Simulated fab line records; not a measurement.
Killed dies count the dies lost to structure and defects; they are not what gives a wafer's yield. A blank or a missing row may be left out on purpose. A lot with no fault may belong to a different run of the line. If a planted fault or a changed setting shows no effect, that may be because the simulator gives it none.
Which tool did it? :: flow nand harc :: 72 wafers from 24 lots sampled at 6 of the route's 1159 steps

WHAT THE GAUGES SHOWED, per wafer
NHARC_P_BONDPAD_CD_MEAS_13. Usual: cd nm at 499.0 nm, with a standard deviation of 2.
lot: L074
measured: day 6 11:33
on: cd sem-02
cd nm (nm): 501.6 498.9 497.2
flag: 

lot: L075
measured: day 6 17:27
on: cd sem-01
cd nm (nm): 501.1 496.7 499.4
flag: 

lot: L076
measured: day 6 16:34
on: cd sem-01
cd nm (nm): 502.0 498.2 495.3
flag: 

lot: L077
measured: day 7 13:55
on: cd sem-02
cd nm (nm): 501.1 498.3 498.4
flag: 

lot: L078
measured: day 7 15:51
on: cd sem-02
cd nm (nm): 498.3 500.5 500.0
flag: 

lot: L079
measured: day 7 19:20
on: cd sem-01
cd nm (nm): 494.5 499.7 497.1
flag: 

lot: L080
measured: day 7 20:02
on: cd sem-03
cd nm (nm): 495.3 497.5 497.9
flag: 

lot: L081
measured: day 8 04:29
on: cd sem-03
cd nm (nm): 498.5 499.8 497.9
flag: 

lot: L082
measured: day 8 09:34
on: cd sem-01
cd nm (nm): 502.1 498.7 499.2
flag: 

lot: L084
measured: day 8 14:55
on: cd sem-01
cd nm (nm): 500.1 500.5 497.0
flag: 

lot: L083
measured: day 8 15:22
on: cd sem-03
cd nm (nm): 498.1 500.8 497.0
flag: 

lot: L086
measured: day 10 05:01
on: cd sem-02
cd nm (nm): 495.9 499.0 500.3
flag: 

lot: L088
measured: day 9 18:22
on: cd sem-03
cd nm (nm): 496.6 498.0 499.5
flag: 

lot: L085
measured: day 9 19:38
on: cd sem-01
cd nm (nm): 499.5 501.0 499.8
flag: 

lot: L087
measured: day 10 10:41
on: cd sem-03
cd nm (nm): 499.5 497.7 498.7
flag: 

lot: L089
measured: day 10 12:37
on: cd sem-02
cd nm (nm): 502.3 501.0 503.3
flag: 

lot: L090
measured: day 10 13:38
on: cd sem-01
cd nm (nm): 500.1 500.3 499.7
flag: 

lot: L091
measured: day 10 14:43
on: cd sem-03
cd nm (nm): 499.3 498.4 496.2
flag: 

lot: L092
measured: day 10 23:52
on: cd sem-03
cd nm (nm): 502.6 500.1 500.0
flag: 

lot: L093
measured: day 11 05:04
on: cd sem-01
cd nm (nm): 496.6 498.3 499.5
flag: 

lot: L095
measured: day 11 08:10
on: cd sem-03
cd nm (nm): 501.9 499.1 496.9
flag: 

lot: L094
measured: day 11 08:51
on: cd sem-02
cd nm (nm): 503.3 498.7 501.8
flag: 

lot: L096
measured: day 11 22:34
on: cd sem-03
cd nm (nm): 496.5 497.3 495.8
flag: 

lot: L097
measured: day 12 11:51
on: cd sem-01
cd nm (nm): 500.0 500.2 500.7
flag: 

WHAT TOOL EACH LOT RAN ON (gives the tool, then ch and the chambers of the sampled wafers, and finally the start)
lot: L074
NHARC_P_GATE_ETCH_32: rie si-01 ch 1,2,3, day 4 19:01
NHARC_P_GATE_RTA_80: rtp anneal-02 ch 0, day 5 12:35
NHARC_P_M1_PVD_20: pvd sputter-01, day 6 09:19 or earlier
NHARC_P_M2_PRE_CLEAN_30: pvd sputter-02, day 6 09:19 or earlier
NHARC_P_M2_PRE_CLEAN_32: pecvd-02 ch 0,1,2, day 6 09:19

lot: L075
NHARC_P_GATE_ETCH_32: rie si-04 ch 0,1, day 5 02:44
NHARC_P_GATE_RTA_80: rtp anneal-01 ch 0, day 5 20:29
NHARC_P_M1_PVD_20: pvd sputter-02, day 6 15:13 or earlier
NHARC_P_M2_PRE_CLEAN_30: pvd sputter-03, day 6 15:13 or earlier
NHARC_P_M2_PRE_CLEAN_32: pecvd-02 ch 0,1,2, day 6 15:13

lot: L076
NHARC_P_GATE_ETCH_32: rie si-01 ch 1,3, day 5 02:47
NHARC_P_GATE_RTA_80: rtp anneal-02 ch 0, day 5 20:10
NHARC_P_M1_PVD_20: pvd sputter-01, day 6 14:19 or earlier
NHARC_P_M2_PRE_CLEAN_30: pvd sputter-01, day 6 14:19 or earlier
NHARC_P_M2_PRE_CLEAN_32: pecvd-04 ch 1,2, day 6 14:19

lot: L077
NHARC_P_GATE_ETCH_32: rie si-01 ch 1,2, day 5 23:25
NHARC_P_GATE_RTA_80: rtp anneal-01 ch 0, day 6 16:43
NHARC_P_M1_PVD_20: pvd sputter-03, day 7 11:50 or earlier
NHARC_P_M2_PRE_CLEAN_30: pvd sputter-01, day 7 11:50 or earlier
NHARC_P_M2_PRE_CLEAN_32: pecvd-01 ch 0,2, day 7 11:50

lot: L078
NHARC_P_GATE_ETCH_32: rie si-05 ch 0,1,2, day 6 00:04
NHARC_P_GATE_RTA_80: rtp anneal-02 ch 0, day 6 17:45
NHARC_P_M1_PVD_20: pvd sputter-03, day 7 13:13 or earlier
NHARC_P_M2_PRE_CLEAN_30: pvd sputter-02, day 7 13:13 or earlier
NHARC_P_M2_PRE_CLEAN_32: pecvd-04 ch 0,1,2, day 7 13:13

lot: L079
NHARC_P_GATE_ETCH_32: rie si-01 ch 1,3, day 6 05:40
NHARC_P_GATE_RTA_80: rtp anneal-02 ch 0, day 6 23:03
NHARC_P_M1_PVD_20: pvd sputter-03, day 7 17:07 or earlier
NHARC_P_M2_PRE_CLEAN_30: pvd sputter-02, day 7 17:07 or earlier
NHARC_P_M2_PRE_CLEAN_32: pecvd-04 ch 1,2, day 7 17:07

lot: L080
NHARC_P_GATE_ETCH_32: rie si-05 ch 0,1,3, day 6 06:23
NHARC_P_GATE_RTA_80: rtp anneal-01 ch 0, day 7 00:02
NHARC_P_M1_PVD_20: pvd sputter-03, day 7 17:47 or earlier
NHARC_P_M2_PRE_CLEAN_30: pvd sputter-02, day 7 17:47 or earlier
NHARC_P_M2_PRE_CLEAN_32: pecvd-01 ch 0,1, day 7 17:47

lot: L081
NHARC_P_GATE_ETCH_32: rie si-05 ch 0,1,2, day 6 13:04
NHARC_P_GATE_RTA_80: rtp anneal-01 ch 0, day 7 06:27
NHARC_P_M1_PVD_20: pvd sputter-02, day 8 02:23 or earlier
NHARC_P_M2_PRE_CLEAN_30: pvd sputter-01, day 8 02:23 or earlier
NHARC_P_M2_PRE_CLEAN_32: pecvd-01 ch 0,1,2, day 8 02:23

lot: L082
NHARC_P_GATE_ETCH_32: rie si-04 ch 0,1,2, day 6 18:13
NHARC_P_GATE_RTA_80: rtp anneal-01 ch 0, day 7 11:34
NHARC_P_M1_PVD_20: pvd sputter-03, day 8 07:17 or earlier
NHARC_P_M2_PRE_CLEAN_30: pvd sputter-02, day 8 07:17 or earlier
NHARC_P_M2_PRE_CLEAN_32: pecvd-01 ch 0,1,2, day 8 07:17

lot: L084
NHARC_P_GATE_ETCH_32: rie si-04 ch 2,3, day 7 00:56
NHARC_P_GATE_RTA_80: rtp anneal-02 ch 0, day 7 18:09
NHARC_P_M1_PVD_20: pvd sputter-01, day 8 12:49 or earlier
NHARC_P_M2_PRE_CLEAN_30: pvd sputter-03, day 8 12:49 or earlier
NHARC_P_M2_PRE_CLEAN_32: pecvd-04 ch 1,2, day 8 12:49

lot: L083
NHARC_P_GATE_ETCH_32: rie si-05 ch 0,1,2, day 7 01:25
NHARC_P_GATE_RTA_80: rtp anneal-02 ch 0, day 7 18:34
NHARC_P_M1_PVD_20: pvd sputter-02, day 8 13:08 or earlier
NHARC_P_M2_PRE_CLEAN_30: pvd sputter-01, day 8 13:08 or earlier
NHARC_P_M2_PRE_CLEAN_32: pecvd-02 ch 1,2, day 8 13:08

lot: L086
NHARC_P_GATE_ETCH_32: rie si-05 ch 2,3, day 8 05:07
NHARC_P_GATE_RTA_80: rtp anneal-02 ch 0, day 9 00:50
NHARC_P_M1_PVD_20: pvd sputter-02, day 10 02:46 or earlier
NHARC_P_M2_PRE_CLEAN_30: pvd sputter-01, day 10 02:46 or earlier
NHARC_P_M2_PRE_CLEAN_32: pecvd-01 ch 1,2, day 10 02:46

lot: L088
NHARC_P_GATE_ETCH_32: rie si-04 ch 0,1, day 8 05:14
NHARC_P_GATE_RTA_80: rtp anneal-02 ch 0, day 8 22:26
NHARC_P_M1_PVD_20: pvd sputter-01, day 9 16:05 or earlier
NHARC_P_M2_PRE_CLEAN_30: pvd sputter-02, day 9 16:05 or earlier
NHARC_P_M2_PRE_CLEAN_32: pecvd-02 ch 0,1,2, day 9 16:05

lot: L085
NHARC_P_GATE_ETCH_32: rie si-01 ch 0,2,3, day 8 05:50
NHARC_P_GATE_RTA_80: rtp anneal-02 ch 0, day 8 23:28
NHARC_P_M1_PVD_20: pvd sputter-03, day 9 17:25 or earlier
NHARC_P_M2_PRE_CLEAN_30: pvd sputter-03, day 9 17:25 or earlier
NHARC_P_M2_PRE_CLEAN_32: pecvd-04 ch 1,2, day 9 17:25

lot: L087
NHARC_P_GATE_ETCH_32: rie si-04 ch 1,2,3, day 8 06:31
NHARC_P_GATE_RTA_80: rtp anneal-01 ch 0, day 9 04:52
NHARC_P_M1_PVD_20: pvd sputter-03, day 10 08:08 or earlier
NHARC_P_M2_PRE_CLEAN_30: pvd sputter-03, day 10 08:08 or earlier
NHARC_P_M2_PRE_CLEAN_32: pecvd-02 ch 1,2, day 10 08:08

lot: L089
NHARC_P_GATE_ETCH_32: rie si-04 ch 0,1,2, day 8 14:55
NHARC_P_GATE_RTA_80: rtp anneal-02 ch 0, day 9 08:07
NHARC_P_M1_PVD_20: pvd sputter-03, day 10 10:20 or earlier
NHARC_P_M2_PRE_CLEAN_30: pvd sputter-02, day 10 10:20 or earlier
NHARC_P_M2_PRE_CLEAN_32: pecvd-02 ch 0,1,2, day 10 10:20

lot: L090
NHARC_P_GATE_ETCH_32: rie si-05 ch 1,2,3, day 8 19:21
NHARC_P_GATE_RTA_80: rtp anneal-01 ch 0, day 9 12:31
NHARC_P_M1_PVD_20: pvd sputter-01, day 10 10:58 or earlier
NHARC_P_M2_PRE_CLEAN_30: pvd sputter-01, day 10 10:58 or earlier
NHARC_P_M2_PRE_CLEAN_32: pecvd-02 ch 0,1,2, day 10 10:58

lot: L091
NHARC_P_GATE_ETCH_32: rie si-01 ch 0,1,2, day 8 19:22
NHARC_P_GATE_RTA_80: rtp anneal-02 ch 0, day 9 12:43
NHARC_P_M1_PVD_20: pvd sputter-03, day 10 12:05 or earlier
NHARC_P_M2_PRE_CLEAN_30: pvd sputter-02, day 10 12:05 or earlier
NHARC_P_M2_PRE_CLEAN_32: pecvd-04 ch 0,2, day 10 12:05

lot: L092
NHARC_P_GATE_ETCH_32: rie si-04 ch 1,2,3, day 9 05:54
NHARC_P_GATE_RTA_80: rtp anneal-01 ch 0, day 9 23:39
NHARC_P_M1_PVD_20: pvd sputter-02, day 10 21:41 or earlier
NHARC_P_M2_PRE_CLEAN_30: pvd sputter-03, day 10 21:41 or earlier
NHARC_P_M2_PRE_CLEAN_32: pecvd-02 ch 0,1,2, day 10 21:41

lot: L093
NHARC_P_GATE_ETCH_32: rie si-05 ch 0,1,2, day 9 13:39
NHARC_P_GATE_RTA_80: rtp anneal-01 ch 0, day 10 07:37
NHARC_P_M1_PVD_20: pvd sputter-01, day 11 02:37 or earlier
NHARC_P_M2_PRE_CLEAN_30: pvd sputter-03, day 11 02:37 or earlier
NHARC_P_M2_PRE_CLEAN_32: pecvd-04 ch 0,1,2, day 11 02:37

lot: L095
NHARC_P_GATE_ETCH_32: rie si-01 ch 0,1, day 9 18:15
NHARC_P_GATE_RTA_80: rtp anneal-02 ch 0, day 10 11:27
NHARC_P_M1_PVD_20: pvd sputter-01, day 11 05:39 or earlier
NHARC_P_M2_PRE_CLEAN_30: pvd sputter-03, day 11 05:39 or earlier
NHARC_P_M2_PRE_CLEAN_32: pecvd-02 ch 0,1, day 11 05:39

lot: L094
NHARC_P_GATE_ETCH_32: rie si-04 ch 0,1,3, day 9 18:18
NHARC_P_GATE_RTA_80: rtp anneal-02 ch 0, day 10 11:34
NHARC_P_M1_PVD_20: pvd sputter-02, day 11 06:40 or earlier
NHARC_P_M2_PRE_CLEAN_30: pvd sputter-02, day 11 06:40 or earlier
NHARC_P_M2_PRE_CLEAN_32: pecvd-02 ch 1,2, day 11 06:40

lot: L096
NHARC_P_GATE_ETCH_32: rie si-01 ch 1,2,3, day 10 08:01
NHARC_P_GATE_RTA_80: rtp anneal-02 ch 0, day 11 01:49
NHARC_P_M1_PVD_20: pvd sputter-02, day 11 20:17 or earlier
NHARC_P_M2_PRE_CLEAN_30: pvd sputter-02, day 11 20:17 or earlier
NHARC_P_M2_PRE_CLEAN_32: pecvd-04 ch 1,2, day 11 20:17

lot: L097
NHARC_P_GATE_ETCH_32: rie si-05 ch 1,2,3, day 10 17:32
NHARC_P_GATE_RTA_80: rtp anneal-02 ch 0, day 11 11:10
NHARC_P_M1_PVD_20: pvd sputter-01, day 12 09:44 or earlier
NHARC_P_M2_PRE_CLEAN_30: pvd sputter-01, day 12 09:44 or earlier
NHARC_P_M2_PRE_CLEAN_32: pecvd-02 ch 0,2, day 12 09:44
- NHARC_P_GATE_ETCH_32: etches the open film in HBr/Cl2, target depth 150 nm, time 100.1 s.
- NHARC_P_GATE_RTA_80: time 30 s.
- NHARC_P_M1_PVD_20: deposits TaN, target thk 5 nm, time 8.06 s.
- NHARC_P_M2_PRE_CLEAN_30: time 30 s.
- NHARC_P_M2_PRE_CLEAN_32: time 12 s.

WHAT THE TOOLS THEMSELVES READ (means of the sampled wafers that have a number; where no wafer has one, the mark that the record gives instead)
NHARC_P_GATE_ETCH_32. Usual: drypump motor current A 5.5 A, standard deviation 0.54; hbr flow sccm 150.1 sccm, standard deviation 0.44; oes product au 0.997 a.u., standard deviation 0.01; throttle valve pct 26.406 %, standard deviation 0.0096.
lot: L074
tool: rie si-01
drypump motor current A (A): 5.7
hbr flow sccm (sccm): 150.3
oes product au (a.u.): 1.003
throttle valve pct (%): 26.400
flag: 

lot: L075
tool: rie si-04
drypump motor current A (A): 5.1
hbr flow sccm (sccm): 150.3
oes product au (a.u.): 1.000
throttle valve pct (%): 26.407
flag: 

lot: L076
tool: rie si-01
drypump motor current A (A): 6.1
hbr flow sccm (sccm): 150.0
oes product au (a.u.): 0.994
throttle valve pct (%): 26.406
flag: 

lot: L077
tool: rie si-01
drypump motor current A (A): 6.1
hbr flow sccm (sccm): 150.3
oes product au (a.u.): 0.993
throttle valve pct (%): 26.408
flag: 

lot: L078
tool: rie si-05
drypump motor current A (A): 5.4
hbr flow sccm (sccm): 150.5
oes product au (a.u.): 0.996
throttle valve pct (%): 26.399
flag: 

lot: L079
tool: rie si-01
drypump motor current A (A): 5.8
hbr flow sccm (sccm): 150.2
oes product au (a.u.): 0.991
throttle valve pct (%): 26.415
flag: 

lot: L080
tool: rie si-05
drypump motor current A (A): 5.5
hbr flow sccm (sccm): 149.8
oes product au (a.u.): 0.994
throttle valve pct (%): 26.398
flag: 

lot: L081
tool: rie si-05
drypump motor current A (A): 5.4
hbr flow sccm (sccm): 149.8
oes product au (a.u.): 1.000
throttle valve pct (%): 26.419
flag: 

lot: L082
tool: rie si-04
drypump motor current A (A): 5.1
hbr flow sccm (sccm): 150.5
oes product au (a.u.): 1.001
throttle valve pct (%): 26.411
flag: 

lot: L084
tool: rie si-04
drypump motor current A (A): 5.0
hbr flow sccm (sccm): 150.1
oes product au (a.u.): 1.008
throttle valve pct (%): 26.402
flag: 

lot: L083
tool: rie si-05
drypump motor current A (A): 5.4
hbr flow sccm (sccm): 149.9
oes product au (a.u.): 1.002
throttle valve pct (%): 26.411
flag: 

lot: L086
tool: rie si-05
drypump motor current A (A): 5.9
hbr flow sccm (sccm): 150.0
oes product au (a.u.): 1.016
throttle valve pct (%): 26.395
flag: 

lot: L088
tool: rie si-04
drypump motor current A (A): 5.1
hbr flow sccm (sccm): 150.0
oes product au (a.u.): 0.998
throttle valve pct (%): 26.403
flag: 

lot: L085
tool: rie si-01
drypump motor current A (A): 5.3
hbr flow sccm (sccm): 150.0
oes product au (a.u.): 0.989
throttle valve pct (%): 26.407
flag: 

lot: L087
tool: rie si-04
drypump motor current A (A): 5.4
hbr flow sccm (sccm): 149.7
oes product au (a.u.): 1.000
throttle valve pct (%): 26.411
flag: 

lot: L089
tool: rie si-04
drypump motor current A (A): 5.1
hbr flow sccm (sccm): 150.0
oes product au (a.u.): 1.011
throttle valve pct (%): 26.400
flag: 

lot: L090
tool: rie si-05
drypump motor current A (A): 5.7
hbr flow sccm (sccm): 149.8
oes product au (a.u.): 0.994
throttle valve pct (%): 26.407
flag: 

lot: L091
tool: rie si-01
drypump motor current A (A): 5.7
hbr flow sccm (sccm): 150.3
oes product au (a.u.): 0.987
throttle valve pct (%): 26.410
flag: 

lot: L092
tool: rie si-04
drypump motor current A (A): 5.4
hbr flow sccm (sccm): 150.2
oes product au (a.u.): 1.011
throttle valve pct (%): 26.400
flag: 

lot: L093
tool: rie si-05
drypump motor current A (A): 5.4
hbr flow sccm (sccm): 149.4
oes product au (a.u.): 0.998
throttle valve pct (%): 26.406
flag: 

lot: L095
tool: rie si-01
drypump motor current A (A): 5.6
hbr flow sccm (sccm): 150.5
oes product au (a.u.): 0.991
throttle valve pct (%): 26.407
flag: 

lot: L094
tool: rie si-04
drypump motor current A (A): 5.4
hbr flow sccm (sccm): 149.8
oes product au (a.u.): 0.993
throttle valve pct (%): 26.421
flag: 

lot: L096
tool: rie si-01
drypump motor current A (A): 5.7
hbr flow sccm (sccm): 149.7
oes product au (a.u.): 0.994
throttle valve pct (%): 26.408
flag: 

lot: L097
tool: rie si-05
drypump motor current A (A): 5.7
hbr flow sccm (sccm): 150.2
oes product au (a.u.): 1.000
throttle valve pct (%): 26.408
flag: 

NHARC_P_GATE_RTA_80. Usual: lamp power pct 2.33 %, standard deviation 0.055; lamp_zone_3_pct 2.33 %, standard deviation 0.055; wafer_temp_C_max 301.4, standard deviation 0.32.
lot: L074
tool: rtp anneal-02
lamp power pct (%): 2.37
lamp_zone_3_pct (%): 2.37
wafer_temp_C_max: 301.6
flag: 

lot: L075
tool: rtp anneal-01
lamp power pct (%): 2.26
lamp_zone_3_pct (%): 2.26
wafer_temp_C_max: 301.3
flag: 

lot: L076
tool: rtp anneal-02
lamp power pct (%): 2.38
lamp_zone_3_pct (%): 2.38
wafer_temp_C_max: 301.2
flag: 

lot: L077
tool: rtp anneal-01
lamp power pct (%): 2.26
lamp_zone_3_pct (%): 2.26
wafer_temp_C_max: 301.2
flag: 

lot: L078
tool: rtp anneal-02
lamp power pct (%): 2.37
lamp_zone_3_pct (%): 2.37
wafer_temp_C_max: 301.2
flag: 

lot: L079
tool: rtp anneal-02
lamp power pct (%): 2.37
lamp_zone_3_pct (%): 2.37
wafer_temp_C_max: 301.8
flag: 

lot: L080
tool: rtp anneal-01
lamp power pct (%): 2.26
lamp_zone_3_pct (%): 2.26
wafer_temp_C_max: 301.5
flag: 

lot: L081
tool: rtp anneal-01
lamp power pct (%): 2.26
lamp_zone_3_pct (%): 2.26
wafer_temp_C_max: 301.1
flag: 

lot: L082
tool: rtp anneal-01
lamp power pct (%): 2.26
lamp_zone_3_pct (%): 2.26
wafer_temp_C_max: 301.0
flag: 

lot: L084
tool: rtp anneal-02
lamp power pct (%): 2.37
lamp_zone_3_pct (%): 2.37
wafer_temp_C_max: 301.4
flag: 

lot: L083
tool: rtp anneal-02
lamp power pct (%): 2.37
lamp_zone_3_pct (%): 2.38
wafer_temp_C_max: 301.7
flag: 

lot: L086
tool: rtp anneal-02
lamp power pct (%): 2.38
lamp_zone_3_pct (%): 2.37
wafer_temp_C_max: 301.5
flag: 

lot: L088
tool: rtp anneal-02
lamp power pct (%): 2.38
lamp_zone_3_pct (%): 2.37
wafer_temp_C_max: 301.2
flag: 

lot: L085
tool: rtp anneal-02
lamp power pct (%): 2.37
lamp_zone_3_pct (%): 2.37
wafer_temp_C_max: 301.2
flag: 

lot: L087
tool: rtp anneal-01
lamp power pct (%): 2.26
lamp_zone_3_pct (%): 2.26
wafer_temp_C_max: 301.2
flag: 

lot: L089
tool: rtp anneal-02
lamp power pct (%): 2.37
lamp_zone_3_pct (%): 2.37
wafer_temp_C_max: 301.6
flag: 

lot: L090
tool: rtp anneal-01
lamp power pct (%): 2.26
lamp_zone_3_pct (%): 2.26
wafer_temp_C_max: 301.2
flag: 

lot: L091
tool: rtp anneal-02
lamp power pct (%): 2.37
lamp_zone_3_pct (%): 2.37
wafer_temp_C_max: 301.7
flag: 

lot: L092
tool: rtp anneal-01
lamp power pct (%): 2.26
lamp_zone_3_pct (%): 2.26
wafer_temp_C_max: 301.0
flag: 

lot: L093
tool: rtp anneal-01
lamp power pct (%): 2.26
lamp_zone_3_pct (%): 2.26
wafer_temp_C_max: 301.2
flag: 

lot: L095
tool: rtp anneal-02
lamp power pct (%): 2.38
lamp_zone_3_pct (%): 2.38
wafer_temp_C_max: 301.5
flag: 

lot: L094
tool: rtp anneal-02
lamp power pct (%): 2.37
lamp_zone_3_pct (%): 2.37
wafer_temp_C_max: 301.6
flag: 

lot: L096
tool: rtp anneal-02
lamp power pct (%): 2.37
lamp_zone_3_pct (%): 2.37
wafer_temp_C_max: 301.4
flag: 

lot: L097
tool: rtp anneal-02
lamp power pct (%): 2.37
lamp_zone_3_pct (%): 2.37
wafer_temp_C_max: 301.4
flag: 

NHARC_P_M1_PVD_20. Usual: throttle valve pct at 29.9 %, with a standard deviation of 0.8.
lot: L074
tool: pvd sputter-01
throttle valve pct (%): 30.0
flag: 

lot: L075
tool: pvd sputter-02
throttle valve pct (%): 29.3
flag: 

lot: L076
tool: pvd sputter-01
throttle valve pct (%): 30.4
flag: 

lot: L077
tool: pvd sputter-03
throttle valve pct (%): 29.8
flag: 

lot: L078
tool: pvd sputter-03
throttle valve pct (%): 30.4
flag: 

lot: L079
tool: pvd sputter-03
throttle valve pct (%): 29.4
flag: 

lot: L080
tool: pvd sputter-03
throttle valve pct (%): 30.2
flag: 

lot: L081
tool: pvd sputter-02
throttle valve pct (%): 29.7
flag: 

lot: L082
tool: pvd sputter-03
throttle valve pct (%): 30.0
flag: 

lot: L084
tool: pvd sputter-01
throttle valve pct (%): 30.4
flag: 

lot: L083
tool: pvd sputter-02
throttle valve pct (%): 29.6
flag: 

lot: L086
tool: pvd sputter-02
throttle valve pct (%): 29.6
flag: 

lot: L088
tool: pvd sputter-01
throttle valve pct (%): 30.5
flag: 

lot: L085
tool: pvd sputter-03
throttle valve pct (%): 30.0
flag: 

lot: L087
tool: pvd sputter-03
throttle valve pct (%): 30.1
flag: 

lot: L089
tool: pvd sputter-03
throttle valve pct (%): 30.4
flag: 

lot: L090
tool: pvd sputter-01
throttle valve pct (%): 30.5
flag: 

lot: L091
tool: pvd sputter-03
throttle valve pct (%): 29.3
flag: 

lot: L092
tool: pvd sputter-02
throttle valve pct (%): 29.9
flag: 

lot: L093
tool: pvd sputter-01
throttle valve pct (%): 30.4
flag: 

lot: L095
tool: pvd sputter-01
throttle valve pct (%): 30.3
flag: 

lot: L094
tool: pvd sputter-02
throttle valve pct (%): 29.8
flag: 

lot: L096
tool: pvd sputter-02
throttle valve pct (%): 29.4
flag: 

lot: L097
tool: pvd sputter-01
throttle valve pct (%): 29.9
flag: 

NHARC_P_M2_PRE_CLEAN_30. Usual: heater power w at 402 W, with a standard deviation of 44.
lot: L074
tool: pvd sputter-02
heater power w (W): 392
flag: 

lot: L075
tool: pvd sputter-03
heater power w (W): 403
flag: 

lot: L076
tool: pvd sputter-01
heater power w (W): 431
flag: 

lot: L077
tool: pvd sputter-01
heater power w (W): 442
flag: 

lot: L078
tool: pvd sputter-02
heater power w (W): 393
flag: 

lot: L079
tool: pvd sputter-02
heater power w (W): 390
flag: 

lot: L080
tool: pvd sputter-02
heater power w (W): 407
flag: 

lot: L081
tool: pvd sputter-01
heater power w (W): 458
flag: 

lot: L082
tool: pvd sputter-02
heater power w (W): 378
flag: 

lot: L084
tool: pvd sputter-03
heater power w (W): 401
flag: 

lot: L083
tool: pvd sputter-01
heater power w (W): 466
flag: 

lot: L086
tool: pvd sputter-01
heater power w (W): 444
flag: 

lot: L088
tool: pvd sputter-02
heater power w (W): 336
flag: 

lot: L085
tool: pvd sputter-03
heater power w (W): 387
flag: 

lot: L087
tool: pvd sputter-03
heater power w (W): 375
flag: 

lot: L089
tool: pvd sputter-02
heater power w (W): 359
flag: 

lot: L090
tool: pvd sputter-01
heater power w (W): 451
flag: 

lot: L091
tool: pvd sputter-02
heater power w (W): 418
flag: 

lot: L092
tool: pvd sputter-03
heater power w (W): 388
flag: 

lot: L093
tool: pvd sputter-03
heater power w (W): 402
flag: 

lot: L095
tool: pvd sputter-03
heater power w (W): 396
flag: 

lot: L094
tool: pvd sputter-02
heater power w (W): 378
flag: 

lot: L096
tool: pvd sputter-02
heater power w (W): 397
flag: 

lot: L097
tool: pvd sputter-01
heater power w (W): 443
flag: 

NHARC_P_M2_PRE_CLEAN_32. Usual: heater power outer w 356 W, standard deviation 40; heater power w 621 W, standard deviation 65.
lot: L074
tool: pecvd-02
heater power outer w (W): 345
heater power w (W): 596
flag: 

lot: L075
tool: pecvd-02
heater power outer w (W): 334
heater power w (W): 581
flag: 

lot: L076
tool: pecvd-04
heater power outer w (W): 397
heater power w (W): 648
flag: 

lot: L077
tool: pecvd-01
heater power outer w (W): 352
heater power w (W): 675
flag: 

lot: L078
tool: pecvd-04
heater power outer w (W): 387
heater power w (W): 665
flag: 

lot: L079
tool: pecvd-04
heater power outer w (W): 417
heater power w (W): 665
flag: 

lot: L080
tool: pecvd-01
heater power outer w (W): 346
heater power w (W): 643
flag: 

lot: L081
tool: pecvd-01
heater power outer w (W): 356
heater power w (W): 659
flag: 

lot: L082
tool: pecvd-01
heater power outer w (W): 350
heater power w (W): 642
flag: 

lot: L084
tool: pecvd-04
heater power outer w (W): 400
heater power w (W): 662
flag: 

lot: L083
tool: pecvd-02
heater power outer w (W): 349
heater power w (W): 597
flag: 

lot: L086
tool: pecvd-01
heater power outer w (W): 332
heater power w (W): 611
flag: 

lot: L088
tool: pecvd-02
heater power outer w (W): 370
heater power w (W): 634
flag: 

lot: L085
tool: pecvd-04
heater power outer w (W): 366
heater power w (W): 637
flag: 

lot: L087
tool: pecvd-02
heater power outer w (W): 334
heater power w (W): 579
flag: 

lot: L089
tool: pecvd-02
heater power outer w (W): 361
heater power w (W): 600
flag: 

lot: L090
tool: pecvd-02
heater power outer w (W): 341
heater power w (W): 586
flag: 

lot: L091
tool: pecvd-04
heater power outer w (W): 383
heater power w (W): 672
flag: 

lot: L092
tool: pecvd-02
heater power outer w (W): 332
heater power w (W): 571
flag: 

lot: L093
tool: pecvd-04
heater power outer w (W): 367
heater power w (W): 641
flag: 

lot: L095
tool: pecvd-02
heater power outer w (W): 345
heater power w (W): 570
flag: 

lot: L094
tool: pecvd-02
heater power outer w (W): 357
heater power w (W): 620
flag: 

lot: L096
tool: pecvd-04
heater power outer w (W): 377
heater power w (W): 628
flag: 

lot: L097
tool: pecvd-02
heater power outer w (W): 362
heater power w (W): 601
flag: 

THE ANSWER, worked out from the rows above alone
Rule: take the mean of a lot's wafers that have a number; if it is more than 3 standard deviations from the usual mean, the lot is off. Also off: a lot with no number at a reading for which 4 or more lots have one. The other lots that the step has rows for count as sound. First the gauges in route order, then the tools' own readings, where a lot's mean is used as printed above. The first step at which some lot is off is used, and at that step the reading that is off furthest; a lot without a number counts as furthest.
Across all readings shown, no lot is off: no conclusion can be drawn from this.

WHAT THE SIMULATOR HAD PUT IN
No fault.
